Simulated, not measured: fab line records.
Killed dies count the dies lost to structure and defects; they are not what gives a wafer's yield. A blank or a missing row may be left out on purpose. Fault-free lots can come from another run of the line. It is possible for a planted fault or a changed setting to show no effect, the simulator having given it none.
fab line records | flow n5Finfet
record: lots: 4 | wafers: 12 | lastDay: 18
route steps=1938 shown BEOL_M4@1099 BEOL_M5@1112 BEOL_M8@1332 PASSIVATION@1936
lots with no fault: from the same line, run without faults
startH: hours from the record's first day to the start of the lot's first wafer shown | waitH: hours since the lot's step before | " same as the row above | L1.1+2: a single row standing in for several wafers | - no value, or no start given | * or withheld: withheld | < > ~ a bound
route shown NAME@n: NAME is a module with steps in the file, n the number in the route of the first one | usual: mean/standard deviation taken from wafers without a fault | same: alike in all rows | chamber/n: place in a boat | sites: the reading at each site | _std_site: their standard deviation | _edge_site: outer sites' mean less inner sites' | radiusMm: for every site, how far away it sits from the centre of the wafer | mask NAME#n: copy n | behind: the most recent tool/chamber to have shaped the wafer | hold: reason for holding the lot/hours on hold/outcome of the hold | device: names the non-switching transistor (n, p or np) | end of line: tests of these same wafers at the route's end | a step without rows: its recipe alone | killed: not the wafer's yield, but the dies lost to structure and defects at the first sort | map: dies across one wafer; x = killed, . = not, _ = none there
set.NAME: the setting as run; set.NAME@STEP: as run at that earlier step | model.NAME: the simulator's own value behind a step, which no gauge read
a table for each step, a row for each wafer; lots at some steps of the route
services: when a tool's chamber went out of use (startH, in hours from the record's first day, below 0 if earlier), for how many hours, and the reason
== steps ==
step: N5_BEOL_M4_ANNEAL_95
recipe: tempC: 400 | timeS: 240 | ambient: vacuum
step: N5_BEOL_M4_SPUTTER_96
recipe: material: Cu | targetThkA: 45 | tempC: -20 | chamberPressurePa: 0.07 | powerW: withheld | timeS: 8.29
step: N5_BEOL_M4_ECD_50
recipe: material: Cu | targetThkA: 3000
step: N5_BEOL_M4_ANNEAL_51
recipe: tempC: 225 | timeS: 90 | ambient: N2
step: N5_BEOL_M4_CMP_52
recipe: stopOn: SiOC | tOverpolishS: 6.8 | downForcePsi: 1 | platenRpm: 50 | clearingPlatenDownForcePsi: 1.5 | clearingPlatenRpm: 50 | postCmpClean: cuAlkaline | targetThkNm: 40 | clearingPlatenPadVelocityMS: 0.99484 | padVelocityMS: 0.99484
step: N5_BEOL_M4_PRE_CLEAN_60
recipe: gas: NH3/H2 | timeS: 15 | tempC: * | rfPowerW: 300
step: N5_BEOL_M4_CO_CAP_55
recipe: material: Co | targetThkA: 20 | tempC: 200 | precursor: CCTBA/H2 | pressureTorr: 30 | timeS: 102.1
step: N5_BEOL_M4_PRE_CLEAN_56
recipe: gas: NH3 | timeS: 15 | tempC: withheld | rfPowerW: 300
step: N5_BEOL_M4_DEP_57
recipe: material: SiCN | targetThkA: 80 | tempC: withheld | precursor: 3MS/NH3 | pressureTorr: 3 | rfW: 202 | timeS: 14
step: N5_BEOL_M4_RC_MEAS_101
usual: DIBL_N: 36.4/2 | DIBL_P: 36.1/2.5 | IOFF_N: 0.16/0.037 | IOFF_P: 0.20/0.038 | ION_N: 670/13 | ION_P: 459/8.3 | SS_N: 71.6/0.69 | SS_P: 73.3/0.72 | VT_N: 250/3.4 | VT_P: -251/3.1
lot.wafer | tool      | chamber | startH | waitH | DIBL_N[mV/V] | DIBL_P[mV/V] | IOFF_N[nA/um] | IOFF_P[nA/um] | ION_N[uA/um] | ION_P[uA/um] | SS_N[mV/dec] | SS_P[mV/dec] | VT_N[mV] | VT_P[mV]
L112.1    | prober-02 | 0       | 161.12 | 0.0   | 35.8         | 33.4         | 0.14          | 0.18          | 664          | 456          | 71.1         | 72.5         | 248      | -250
L112.2    | "         | 0       | "      | "     | 39.3         | 38.6         | 0.22          | 0.26          | 691          | 473          | 71.1         | 73.5         | 244      | -246
L112.4    | "         | 0       | "      | "     | 33.2         | 30.4         | 0.10          | 0.15          | 664          | 458          | 69.6         | 71.2         | 254      | -255
L128.1    | prober-01 | 0       | 279.24 | 0.0   | 40.0         | 39.0         | 0.22          | 0.26          | 671          | 450          | 73.1         | 74.4         | 245      | -249
L128.4    | "         | 0       | "      | "     | 41.8         | 40.8         | 0.29          | 0.30          | 691          | 461          | 72.5         | 74.2         | 241      | -246
L128.6    | "         | 0       | "      | "     | 37.0         | 35.4         | 0.16          | 0.19          | 678          | 460          | 71.3         | 73.1         | 247      | -249
L130.1    | prober-01 | 0       | 290.32 | 0.0   | 36.3         | 36.2         | 0.14          | 0.23          | 659          | 468          | 71.4         | 73.5         | 250      | -247
L130.3    | "         | 0       | "      | "     | 37.3         | 38.6         | 0.16          | 0.26          | 664          | 470          | 71.3         | 73.9         | 251      | -245
L130.5    | "         | 0       | "      | "     | 36.1         | 37.3         | 0.14          | 0.24          | 672          | 476          | 71.2         | 73.3         | 252      | -246
L135.1    | prober-01 | 0       | 313.51 | 0.0   | 38.7         | 39.0         | 0.20          | 0.24          | 694          | 467          | 72.2         | 73.9         | 248      | -251
L135.3    | "         | 0       | "      | "     | 36.7         | 35.9         | 0.15          | 0.20          | 666          | 454          | 71.5         | 73.3         | 251      | -252
L135.6    | "         | 0       | "      | "     | 38.1         | 37.8         | 0.19          | 0.22          | 689          | 468          | 72.1         | 74.1         | 248      | -252
step: N5_BEOL_M5_ILD_DEP_00
recipe: material: SiCOH_lowk | targetThkA: 1406.4 | tempC: 300 | precursor: DEMS/porogen | pressureTorr: 5 | rfW: 500 | timeS: 25.9
step: N5_BEOL_M5_CURE_79
recipe: tempC: 385 | timeS: 240 | ambient: He/Ar | material: SiCOH_lowk
step: N5_BEOL_M5_PECVD_70
recipe: material: SiO2 | targetThkA: 160 | tempC: 400 | precursor: TEOS/O2 | pressureTorr: 5.5 | rfW: 450 | teosFlowSccm: 53.8 | gas: O2 | flowSccm: 3000 | timeS: 18
step: N5_BEOL_M5_HM_DEP_02
recipe: material: TiN | targetThkA: 200 | tempC: 25 | chamberPressurePa: 0.49996
step: N5_BEOL_M5_COAT_59
recipe: resist: SOC | tempC: 250 | timeS: 60 | spinRpm: 1500 | resistThkNm: 60
step: N5_BEOL_M5_COAT_60
recipe: resist: SiARC | tempC: 220 | timeS: 60 | spinRpm: 1500 | resistThkNm: 12
step: N5_BEOL_M5_COAT_71
recipe: resist: underlayer | tempC: 205 | timeS: 60 | spinRpm: 1500 | resistThkNm: 5
step: N5_BEOL_M5_COAT_05
recipe: resist: CAR-EUV | spinRpm: 1500 | resistThkNm: 30
step: N5_BEOL_M5_EBR_07
recipe: solvent: PGMEA | ebrWidthMm: 1.5
step: N5_BEOL_M5_SOFTBAKE_06
recipe: tempC: 110 | timeS: 60 | resist: CAR-EUV
step: N5_BEOL_M5_EXPOSE_08
recipe: maskId: M5 | na: 0.33 | sourceShape: annular | sigmaInner: 0.4 | sigmaOuter: 0.8 | polarization: unpolarized | targetCdNm: 28 | doseMj: 35.75
step: N5_BEOL_M5_PEB_09
recipe: pebTempC: 100 | pebTimeS: 60 | resist: CAR-EUV
step: N5_BEOL_M5_DEVELOP_10
recipe: developTimeS: 30 | developer: TMAH | resist: CAR-EUV | rinseLiquid: surfactantRinse | dry: airSpin | devTempC: 23
step: N5_BEOL_M5_DESCUM_16
recipe: chemistry: O2 | timeS: 7 | sourcePowerW: 50 | biasPowerW: 20 | pressureMtorr: 20 | rfFrequencyHz: 2.712e+07 | tempC: 40 | resist: CAR-EUV | o2FlowSccm: 225
step: N5_BEOL_M5_ETCH_72
recipe: chemistry: N2/H2 | target: underlayer | targetDepthA: 65 | maskMaterial: CAR-EUV | timeS: 5.2 | ionEnergyEv: 200 | pressureMtorr: 30 | sourceW: 840 | biasW: 150 | n2FlowSccm: 200 | h2FlowSccm: 200 | ends: cleared
step: N5_BEOL_M5_ETCH_61
recipe: chemistry: CF4 | target: SiARC | targetDepthA: 156 | maskMaterial: CAR-EUV | timeS: 26 | ionEnergyEv: 80 | pressureMtorr: 40 | sourceW: 545 | biasW: 36 | Ar_flow_sccm: 100 | cf4FlowSccm: 100 | ends: cleared
step: N5_BEOL_M5_ETCH_62
recipe: chemistry: N2/H2 | target: SOC | targetDepthA: 750 | overetchA: 150 | maskMaterial: SiARC | tempC: 40 | timeS: 112.5 | ionEnergyEv: 200 | pressureMtorr: 30 | sourceW: 840 | biasW: 150 | n2FlowSccm: 200 | h2FlowSccm: 200
step: N5_BEOL_M5_STRIP_63
recipe: chemistry: N2/H2 | tempC: 40 | n2FlowSccm: 200 | h2FlowSccm: 200 | rfFrequencyHz: 6e+07
step: N5_BEOL_M5_STRIP_73
recipe: chemistry: N2/H2 | tempC: 40 | n2FlowSccm: 200 | h2FlowSccm: 200 | rfFrequencyHz: 6e+07
step: N5_BEOL_M5_STRIP_64
recipe: chemistry: CF4 | resist: SiARC | powerW: 300 | biasPowerW: 75 | pressureMtorr: 50 | cf4FlowSccm: 150 | rfFrequencyHz: 6e+07
step: N5_BEOL_M5_HM_OPEN_17
recipe: chemistry: Cl2/BCl3 | targetDepthA: 200 | overetchA: 60 | target: TiN | maskMaterial: SOC | ionEnergyEv: 150 | pressureMtorr: 10 | icpW: 1000 | biasW: 126 | Cl2_flow_sccm: 53.25 | bcl3FlowSccm: 21.75 | Ar_flow_sccm: 25
step: N5_BEOL_M5_STRIP_19
recipe: chemistry: O2 | powerW: 400 | tempC: 40 | pressureMtorr: 30 | rfFrequencyHz: 6e+07 | biasPowerW: 0 | overashFraction: 0.2 | o2FlowSccm: 225
step: N5_BEOL_M5_COAT_65
recipe: resist: SOC | tempC: 250 | timeS: 60 | spinRpm: 1500 | resistThkNm: 60
step: N5_BEOL_M5_COAT_66
recipe: resist: SiARC | tempC: 220 | timeS: 60 | spinRpm: 1500 | resistThkNm: 12
step: N5_BEOL_M8_ILD_DEP_00
recipe: material: SiCOH_lowk | targetThkA: 1797.5 | tempC: 300 | precursor: DEMS/porogen | pressureTorr: 5 | rfW: 500 | timeS: 33.4
usual: heaterPowerW: 328/57 | showerheadPlenumPTorr: 5.746/0.014 | throttleValvePct: 13.8/0.78
lot.wafer | tool     | chamber | startH | waitH | heaterPowerW | showerheadPlenumPTorr | sinceWetCleanH | throttleValvePct | model.SiCOH_lowk_of_BEOL_M8_ILD_DEP_00.thkNm
L112.1    | pecvd-04 | 1       | 188.40 | 0.0   | 409          | 5.735                 | 1980           | 14.7             | 178.6
L112.2    | "        | 2       | "      | "     | 322          | 5.744                 | 501            | 14.0             | 178
L112.4    | "        | 2       | "      | "     | 328          | 5.759                 | -              | 14.0             | 181.2
L128.1    | pecvd-04 | 0       | 310.07 | 0.0   | 311          | 5.748                 | 1376           | 15.4             | 265.6
L128.4    | "        | 0       | "      | "     | 319          | 5.755                 | -              | 15.1             | 271.4
L128.6    | "        | 2       | "      | "     | 309          | 5.732                 | -              | 13.2             | 273.6
L130.1    | pecvd-04 | 2       | 319.76 | 0.0   | 306          | 5.750                 | 41             | 13.2             | 270.8
L130.3    | "        | 0       | "      | "     | 341          | 5.742                 | 1386           | 15.1             | 269
L130.5    | "        | 1       | "      | "     | 364          | 5.739                 | -              | 14.9             | 273.8
L135.1    | pecvd-02 | 0       | 340.58 | 0.1   | 348          | 5.737                 | 473            | 13.8             | 180.2
L135.3    | "        | 1       | "      | "     | 220          | 5.750                 | 1769           | 13.1             | 180
L135.6    | "        | 1       | "      | "     | 225          | 5.755                 | -              | 13.3             | 182.4
step: N5_BEOL_M8_THK_MEAS_01
recipe: reads: SiCOH_lowk_of_BEOL_M8_ILD_DEP_00
usual: M8_ILD_THK: 154.2/2.5
lot.wafer | tool         | chamber | startH | waitH | M8_ILD_THK[nm]
L112.1    | filmMetro-02 | -       | 188.99 | 0.4   | 153.8
L112.2    | "            | -       | "      | "     | 153.5
L112.4    | "            | -       | "      | "     | 156.3
L128.1    | filmMetro-01 | -       | 310.64 | 0.4   | 230.5
L128.4    | "            | -       | "      | "     | 235.3
L128.6    | "            | -       | "      | "     | 237.1
L130.1    | filmMetro-01 | -       | 320.34 | 0.4   | 234.6
L130.3    | "            | -       | "      | "     | 233.1
L130.5    | "            | -       | "      | "     | 237.7
L135.1    | filmMetro-01 | -       | 341.32 | 0.4   | 155.3
L135.3    | "            | -       | "      | "     | 155.3
L135.6    | "            | -       | "      | "     | 157.4
step: N5_BEOL_M8_CMP_52
recipe: stopOn: SiCOH_lowk | tOverpolishS: 6.9 | downForcePsi: 1 | platenRpm: 50 | clearingPlatenDownForcePsi: 1.5 | clearingPlatenRpm: 50 | postCmpClean: cuAlkaline | targetThkNm: 80 | clearingPlatenPadVelocityMS: 0.99484 | padVelocityMS: 0.99484
usual: clearingPlatenDownForcePsi: 1.5001/0.0029 | motorCurrentA: 6.2/0.57
lot.wafer | tool   | chamber | startH | waitH | clearingPlatenDownForcePsi | motorCurrentA | model.SiCOH_lowk_of_BEOL_M8_ILD_DEP_00.thkNm
L112.4    | cmp-04 | 3       | 195.83 | 0.1   | 1.4995                     | 5.8           | 153.2
L112.2    | "      | 1       | "      | "     | 1.4996                     | 6.1           | 150.6
L112.1    | "      | 2       | "      | "     | 1.4953                     | 6.5           | 151
L128.4    | cmp-03 | 1       | 318.65 | 0.2   | 1.4972                     | 6.4           | 232.2
L128.1    | "      | 2       | "      | "     | 1.4990                     | 7.1           | 227.2
L128.6    | "      | 0       | "      | "     | 1.5045                     | 6.1           | 234.2
L130.3    | cmp-04 | 1       | 327.42 | 0.2   | 1.4978                     | 5.7           | 230.2
L130.1    | "      | 2       | "      | "     | 1.5069                     | 6.0           | 231.8
L130.5    | "      | 2       | "      | "     | 1.5029                     | 5.9           | 234.4
L135.1    | cmp-03 | 2       | 350.67 | 0.3   | 1.4980                     | 7.2           | 152.4
L135.3    | "      | 0       | "      | "     | 1.5008                     | 6.0           | 152.2
L135.6    | "      | 2       | "      | "     | 1.4965                     | 7.2           | 154.4
step: N5_PASSIVATION_PROBE_49
usual: defectLimitedYield: 91.2/1.6 | killed_at_M0_to_M3: 34/11 | killed_at_M4_up: 13/5.2 | killedAtContacts: 13/6.3 | killedAtFrontEnd: 40/14 | killedAtOther: 3.2/2.4 | killedDies: 104/19 | killedOnRim: 14/4.2 | killedOpen: 69/14 | killedShort: 32/7.5 | sort_bin_5_function: 5.3/1.1 | sort_bin_6_memory: 3.2/0.73 | sortNPass: 1076/19 | sortYieldPct: 91.2/1.6
same: grossDies: 1180 | killedAtBackSide: 0 | sort_bin_4_leakage[%]: 0 | sort_bin_8_speed[%]: 0
lot.wafer | tool      | chamber | startH | waitH | defectLimitedYield[%] | killed_at_M0_to_M3 | killed_at_M4_up | killedAtContacts | killedAtFrontEnd | killedAtOther | killedDies | killedOnRim | killedOpen | killedShort | sort_bin_5_function[%] | sort_bin_6_memory[%] | sortNPass | sortYieldPct[%]
L112.1    | prober-02 | -       | 262.69 | 0.0   | 93.7                  | 25                 | 13              | 12               | 23               | 1             | 74         | 10          | 44         | 27          | 4.2                    | 1.9                  | 1106      | 93.7
L112.2    | prober-02 | -       | 262.74 | 0.1   | 93.3                  | 26                 | 14              | 7                | 27               | 5             | 79         | 14          | 50         | 28          | 4.5                    | 1.9                  | 1101      | 93.3
L112.4    | prober-02 | -       | 262.84 | 0.2   | 93.9                  | 22                 | 11              | 11               | 28               | 0             | 72         | 11          | 44         | 27          | 3.9                    | 2.0                  | 1108      | 93.9
L128.1    | prober-01 | -       | 384.97 | 0.0   | 0                     | 53                 | 1062            | 7                | 56               | 2             | 1180       | 152         | 94         | 43          | 95.9                   | 3.6                  | 0         | 0
L128.4    | prober-01 | -       | 385.12 | 0.2   | 0                     | 51                 | 1067            | 14               | 44               | 4             | 1180       | 152         | 77         | 46          | 95.3                   | 4.0                  | 0         | 0
L128.6    | prober-01 | -       | 385.22 | 0.3   | 0                     | 61                 | 1045            | 18               | 49               | 7             | 1180       | 152         | 91         | 46          | 95.3                   | 4.2                  | 0         | 0
L130.1    | prober-01 | -       | 393.34 | 0.0   | 0                     | 36                 | 1080            | 36               | 25               | 3             | 1180       | 152         | 77         | 28          | 97.5                   | 2.2                  | 0         | 0
L130.3    | prober-01 | -       | 393.44 | 0.1   | 0                     | 25                 | 1113            | 18               | 23               | 1             | 1180       | 152         | 59         | 15          | 97.5                   | 2.3                  | 0         | 0
L130.5    | prober-01 | -       | 393.54 | 0.2   | 0                     | 31                 | 1091            | 12               | 38               | 8             | 1180       | 152         | 76         | 30          | 96.5                   | 3.1                  | 0         | 0
L135.1    | prober-01 | -       | 421.55 | 0.0   | 90.6                  | 43                 | 17              | 4                | 45               | 2             | 111        | 10          | 65         | 43          | 5.5                    | 3.8                  | 1069      | 90.6
L135.3    | prober-01 | -       | 421.65 | 0.1   | 92.3                  | 37                 | 11              | 14               | 27               | 2             | 91         | 13          | 54         | 37          | 5.1                    | 2.2                  | 1089      | 92.3
L135.6    | prober-01 | -       | 421.80 | 0.3   | 90.6                  | 36                 | 18              | 7                | 48               | 2             | 111        | 14          | 73         | 34          | 6.5                    | 2.3                  | 1069      | 90.6
killed by level:class
L112.1 FIN_SAQP:geometricParticle:short=7 MOL_CONTACT_COAG:geometricParticle:open=7 BEOL_M0_SAQP:geometricParticle:open=6 BEOL_M0_SAQP:geometricParticle:short=6 MOL_CONTACT_COAG:geometricParticle:short=4 BEOL_M3:geometricParticle:open=4 FIN_SAQP:geometricParticle:open=3 BEOL_M4:geometricParticle:short=3
L112.2 BEOL_M0_SAQP:geometricParticle:short=10 MOL_CONTACT_COAG:geometricParticle:open=6 BEOL_M2:geometricParticle:open=6 BEOL_M0_SAQP:geometricParticle:open=6 BEOL_M4:geometricParticle:open=6 STARTING-WAFER:geometricParticle:short=5 GATE_CUT:geometricParticle:open=4 FIN_SAQP:geometricParticle:open=3
L112.4 MOL_CONTACT_COAG:geometricParticle:open=8 FIN_SAQP:geometricParticle:open=7 STARTING-WAFER:geometricParticle:short=7 FIN_SAQP:geometricParticle:short=6 BEOL_M3:geometricParticle:open=6 BEOL_M0_SAQP:geometricParticle:open=5 MOL_CONTACT_COAG:geometricParticle:short=3 BEOL_M2:geometricParticle:open=3
L128.1 BEOL_M8:areaEtch=1042 FIN_SAQP:geometricParticle:open=20 BEOL_M0_SAQP:geometricParticle:open=16 BEOL_M0_SAQP:geometricParticle:short=12 FIN_SAQP:geometricParticle:short=11 BEOL_M4:geometricParticle:open=11 BEOL_M1:geometricParticle:open=10 GATE_CUT:geometricParticle:short=8
L128.4 BEOL_M8:areaEtch=1056 BEOL_M3:geometricParticle:open=15 FIN_SAQP:geometricParticle:open=14 BEOL_M0_SAQP:geometricParticle:open=13 MOL_CONTACT_COAG:geometricParticle:open=10 FIN_SAQP:geometricParticle:short=8 BEOL_M2:geometricParticle:short=7 BEOL_M0_SAQP:geometricParticle:short=6
L128.6 BEOL_M8:areaEtch=1041 FIN_SAQP:geometricParticle:open=17 BEOL_M3:geometricParticle:open=16 BEOL_M0_SAQP:geometricParticle:open=13 MOL_CONTACT_COAG:geometricParticle:open=12 FIN_SAQP:geometricParticle:short=11 BEOL_M0_SAQP:geometricParticle:short=11 BEOL_M1:geometricParticle:open=7
L130.1 BEOL_M8:areaEtch=1074 MOL_CONTACT_COAG:geometricParticle:open=29 BEOL_M2:geometricParticle:open=11 STI_FIN_REVEAL:geometricParticle:open=9 MOL_CONTACT_COAG:geometricParticle:short=7 BEOL_M0_SAQP:geometricParticle:short=6 BEOL_M0:geometricParticle:open=5 BEOL_M3:geometricParticle:open=5
L130.3 BEOL_M8:areaEtch=1103 MOL_CONTACT_COAG:geometricParticle:open=17 BEOL_M3:geometricParticle:open=7 BEOL_M1:geometricParticle:open=6 STARTING-WAFER:geometricParticle:open=5 GATE_CUT:geometricParticle:short=4 BEOL_M0:geometricParticle:open=4 STI_FIN_REVEAL:geometricParticle:open=3
L130.5 BEOL_M8:areaEtch=1074 MOL_CONTACT_COAG:geometricParticle:open=11 STI_FIN_REVEAL:geometricParticle:open=10 GATE_CUT:geometricParticle:short=8 BEOL_M3:geometricParticle:open=7 BEOL_M0:geometricParticle:open=6 FIN_SAQP:geometricParticle:short=5 BEOL_M0_SAQP:geometricParticle:short=5
L135.1 FIN_SAQP:geometricParticle:short=14 FIN_SAQP:geometricParticle:open=14 BEOL_M2:geometricParticle:open=9 BEOL_M0_SAQP:geometricParticle:short=9 STI_FIN_REVEAL:geometricParticle:open=6 BEOL_M0_SAQP:geometricParticle:open=6 BEOL_M3:geometricParticle:open=6 BEOL_M1:geometricParticle:open=4
L135.3 FIN_SAQP:geometricParticle:short=11 MOL_CONTACT_COAG:geometricParticle:open=10 BEOL_M0_SAQP:geometricParticle:short=8 FIN_SAQP:geometricParticle:open=7 BEOL_M0_SAQP:geometricParticle:open=7 BEOL_M2:geometricParticle:open=7 MOL_CONTACT_COAG:geometricParticle:short=4 BEOL_M2:geometricParticle:short=4
L135.6 FIN_SAQP:geometricParticle:open=23 BEOL_M0_SAQP:geometricParticle:open=14 FIN_SAQP:geometricParticle:short=10 BEOL_M0_SAQP:geometricParticle:short=9 STI_FIN_REVEAL:geometricParticle:open=6 MOL_CONTACT_COAG:geometricParticle:open=4 BEOL_M4:geometricParticle:open=4 BEOL_M1:geometricParticle:open=4
map L128.1 (x killed, . not)
_________________xxxxxxxxxxxx________________
______________xxxxxxxxxxxxxxxxxx_____________
___________xxxxxxxxxxxxxxxxxxxxxxxx__________
__________xxxxxxxxxxxxxxxxxxxxxxxxxx_________
________xxxxxxxxxxxxxxxxxxxxxxxxxxxxxx_______
_______xxxxxxxxxxxxxxxxxxxxxxxxxxxxxxxx______
______xxxxxxxxxxxxxxxxxxxxxxxxxxxxxxxxxx_____
_____xxxxxxxxxxxxxxxxxxxxxxxxxxxxxxxxxxxx____
____xxxxxxxxxxxxxxxxxxxxxxxxxxxxxxxxxxxxxx___
___xxxxxxxxxxxxxxxxxxxxxxxxxxxxxxxxxxxxxxxx__
___xxxxxxxxxxxxxxxxxxxxxxxxxxxxxxxxxxxxxxxx__
__xxxxxxxxxxxxxxxxxxxxxxxxxxxxxxxxxxxxxxxxxx_
__xxxxxxxxxxxxxxxxxxxxxxxxxxxxxxxxxxxxxxxxxx_
_xxxxxxxxxxxxxxxxxxxxxxxxxxxxxxxxxxxxxxxxxxxx
_xxxxxxxxxxxxxxxxxxxxxxxxxxxxxxxxxxxxxxxxxxxx
_xxxxxxxxxxxxxxxxxxxxxxxxxxxxxxxxxxxxxxxxxxxx
_xxxxxxxxxxxxxxxxxxxxxxxxxxxxxxxxxxxxxxxxxxxx
_xxxxxxxxxxxxxxxxxxxxxxxxxxxxxxxxxxxxxxxxxxxx
_xxxxxxxxxxxxxxxxxxxxxxxxxxxxxxxxxxxxxxxxxxxx
_xxxxxxxxxxxxxxxxxxxxxxxxxxxxxxxxxxxxxxxxxxxx
_xxxxxxxxxxxxxxxxxxxxxxxxxxxxxxxxxxxxxxxxxxxx
__xxxxxxxxxxxxxxxxxxxxxxxxxxxxxxxxxxxxxxxxxx_
__xxxxxxxxxxxxxxxxxxxxxxxxxxxxxxxxxxxxxxxxxx_
___xxxxxxxxxxxxxxxxxxxxxxxxxxxxxxxxxxxxxxxx__
___xxxxxxxxxxxxxxxxxxxxxxxxxxxxxxxxxxxxxxxx__
____xxxxxxxxxxxxxxxxxxxxxxxxxxxxxxxxxxxxxx___
_____xxxxxxxxxxxxxxxxxxxxxxxxxxxxxxxxxxxx____
______xxxxxxxxxxxxxxxxxxxxxxxxxxxxxxxxxx_____
_______xxxxxxxxxxxxxxxxxxxxxxxxxxxxxxxx______
________xxxxxxxxxxxxxxxxxxxxxxxxxxxxxx_______
__________xxxxxxxxxxxxxxxxxxxxxxxxxx_________
___________xxxxxxxxxxxxxxxxxxxxxxxx__________
______________xxxxxxxxxxxxxxxxxx_____________
_________________xxxxxxxxxxxx________________
map L130.1 (x killed, . not)
_________________xxxxxxxxxxxx________________
______________xxxxxxxxxxxxxxxxxx_____________
___________xxxxxxxxxxxxxxxxxxxxxxxx__________
__________xxxxxxxxxxxxxxxxxxxxxxxxxx_________
________xxxxxxxxxxxxxxxxxxxxxxxxxxxxxx_______
_______xxxxxxxxxxxxxxxxxxxxxxxxxxxxxxxx______
______xxxxxxxxxxxxxxxxxxxxxxxxxxxxxxxxxx_____
_____xxxxxxxxxxxxxxxxxxxxxxxxxxxxxxxxxxxx____
____xxxxxxxxxxxxxxxxxxxxxxxxxxxxxxxxxxxxxx___
___xxxxxxxxxxxxxxxxxxxxxxxxxxxxxxxxxxxxxxxx__
___xxxxxxxxxxxxxxxxxxxxxxxxxxxxxxxxxxxxxxxx__
__xxxxxxxxxxxxxxxxxxxxxxxxxxxxxxxxxxxxxxxxxx_
__xxxxxxxxxxxxxxxxxxxxxxxxxxxxxxxxxxxxxxxxxx_
_xxxxxxxxxxxxxxxxxxxxxxxxxxxxxxxxxxxxxxxxxxxx
_xxxxxxxxxxxxxxxxxxxxxxxxxxxxxxxxxxxxxxxxxxxx
_xxxxxxxxxxxxxxxxxxxxxxxxxxxxxxxxxxxxxxxxxxxx
_xxxxxxxxxxxxxxxxxxxxxxxxxxxxxxxxxxxxxxxxxxxx
_xxxxxxxxxxxxxxxxxxxxxxxxxxxxxxxxxxxxxxxxxxxx
_xxxxxxxxxxxxxxxxxxxxxxxxxxxxxxxxxxxxxxxxxxxx
_xxxxxxxxxxxxxxxxxxxxxxxxxxxxxxxxxxxxxxxxxxxx
_xxxxxxxxxxxxxxxxxxxxxxxxxxxxxxxxxxxxxxxxxxxx
__xxxxxxxxxxxxxxxxxxxxxxxxxxxxxxxxxxxxxxxxxx_
__xxxxxxxxxxxxxxxxxxxxxxxxxxxxxxxxxxxxxxxxxx_
___xxxxxxxxxxxxxxxxxxxxxxxxxxxxxxxxxxxxxxxx__
___xxxxxxxxxxxxxxxxxxxxxxxxxxxxxxxxxxxxxxxx__
____xxxxxxxxxxxxxxxxxxxxxxxxxxxxxxxxxxxxxx___
_____xxxxxxxxxxxxxxxxxxxxxxxxxxxxxxxxxxxx____
______xxxxxxxxxxxxxxxxxxxxxxxxxxxxxxxxxx_____
_______xxxxxxxxxxxxxxxxxxxxxxxxxxxxxxxx______
________xxxxxxxxxxxxxxxxxxxxxxxxxxxxxx_______
__________xxxxxxxxxxxxxxxxxxxxxxxxxx_________
___________xxxxxxxxxxxxxxxxxxxxxxxx__________
______________xxxxxxxxxxxxxxxxxx_____________
_________________xxxxxxxxxxxx________________
== services ==
tool     | chamber | startH | hours | kind
cmp-04   | -       | 189.72 | 1.3   | repair
cmp-03   | -       | 192.55 | 7.1   | pm
cmp-04   | -       | 206.44 | 1.8   | repair
cmp-03   | -       | 209.25 | 4.0   | pm
cmp-03   | -       | 213.25 | -     | consumableReplace:conditioner
cmp-03   | -       | 213.25 | -     | consumableReplace:pad
cmp-03   | -       | 230.23 | 0.5   | repair
pecvd-02 | -       | 240.84 | 1.9   | repair
cmp-04   | -       | 243.09 | 7.8   | pm
pecvd-04 | 2       | 249.13 | -     | clean
pecvd-04 | 2       | 249.13 | 29.5  | scheduledDown
pecvd-04 | 2       | 249.13 | 29.5  | ventCycle
cmp-04   | -       | 254.72 | 11.9  | pm
cmp-03   | -       | 273.50 | 26.7  | repair
pecvd-04 | 0       | 278.63 | 2.1   | scheduledDown
pecvd-04 | 1       | 284.57 | 2.1   | scheduledDown
pecvd-04 | -       | 285.18 | 6.0   | pm
pecvd-02 | 2       | 289.50 | 2.1   | scheduledDown
pecvd-04 | 2       | 298.18 | -     | calibration
cmp-04   | -       | 301.98 | 4.0   | pm
cmp-03   | -       | 302.15 | 15.6  | pm
cmp-04   | -       | 305.98 | -     | consumableReplace:conditioner
cmp-04   | -       | 305.98 | -     | consumableReplace:pad
cmp-03   | -       | 326.82 | 6.2   | pm
== key ==
firstSign: step: N5_BEOL_M8_THK_MEAS_01 | reading: M8_ILD_THK | direction: up | sigmas: 32 | usual: 154.2 | struck: 234.7
effect: step: N5_PASSIVATION_PROBE_49 | reading: killed_at_M4_up | direction: up | sigmas: 99+ | usual: 13 | struck: 1076
modelEffect: step: N5_BEOL_M8_ILD_DEP_00 | value: SiCOH_lowk_of_BEOL_M8_ILD_DEP_00.thkNm | without: 178 | struck: 270.7
modelEffect: step: N5_BEOL_M8_CMP_52 | value: SiCOH_lowk_of_BEOL_M8_ILD_DEP_00.thkNm | without: 150.4 | struck: 231.7
moreKillsBornAt: N5_BEOL_M8_ETCH_41@rieDiel-05: 3251 | N5_BEOL_M8_ETCH_41@rieDiel-02: 3139
metAt N5_BEOL_M8_ILD_DEP_00
struckWafers L128.1,L128.4,L128.6,L130.1,L130.3,L130.5
laterRowsLeftOut L128.1,L128.4,L128.6,L130.1,L130.3,L130.5
onsetBetween 188.40 310.07
fault: kind: processParameterDrift | tool: pecvd-04 | chamber: - | onsetH: 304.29 | steps: N5_BEOL_M8_ILD_DEP_00 | channel: targetThkA | offset: * | shape: step | endH: 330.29 | actsIn: * | stated: *
laterRowsLeftOut: the simulator's readings of these wafers behind a module that went badly wrong aren't trusted and aren't shown, but for the sort
